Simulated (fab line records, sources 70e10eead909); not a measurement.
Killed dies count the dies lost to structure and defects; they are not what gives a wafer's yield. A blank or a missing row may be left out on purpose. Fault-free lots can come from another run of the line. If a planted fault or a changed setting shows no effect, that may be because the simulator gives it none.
Matching of chambers | flow nandHarc | rieDiel-07 running NHARC_A_CONTACT_ETCH_102: 4 sister chambers
The step etches the open film in CF4/O2, target depth 100 nm, overetch 10 nm, time 55 s. 4 wafers are shown with their chamber, then 12 later ones without.

## WAFERS PAIRED WITH THEIR CHAMBERS
wafer  | chamber | drypumpMotorCurrentA (A)
L085.3 | 2       | 6.6
L086.1 | 3       | 5.4
L086.3 | 1       | 4.9
L086.5 | 0       | 5.7

## WAFERS MISSING THEIR CHAMBER
wafer  | drypumpMotorCurrentA (A)
L089.2 | 5.4
L089.4 | 4.9
L089.5 | 6.6
L091.1 | 5.0
L091.4 | 6.6
L091.5 | 6.6
L093.2 | 4.9
L093.4 | 5.4
L093.6 | 4.9
L094.2 | 5.4
L094.3 | 4.9
L094.5 | 4.9

## WHICH CHAMBER EACH WENT THROUGH
wafer  | from the rows above | in truth
L089.2 | 3                   | 3
L089.4 | 1                   | 1
L089.5 | 2                   | 2
L091.1 | 1                   | 1
L091.4 | 2                   | 2
L091.5 | 2                   | 2
L093.2 | 1                   | 1
L093.4 | 3                   | 3
L093.6 | 1                   | 1
L094.2 | 3                   | 3
L094.3 | 1                   | 1
L094.5 | 1                   | 1
Correctly placed: 12 of 12. Can't be placed from these rows: 0. Placed wrongly: 0.
How it was worked out, from the rows above alone: a wafer's distance from a chamber is the root of the sum, over the readings, of the square of ((its reading less the chamber's mean) divided by the reading's scatter). If the next closest chamber is less than 2 further off than the closest, the wafer can't be placed; otherwise it belongs to the closest. Each chamber's mean is taken over the wafers shown for it. The scatter (one wafer shown for each chamber): square how far every hidden wafer sits from the nearest shown wafer, average those squares and take the square root.
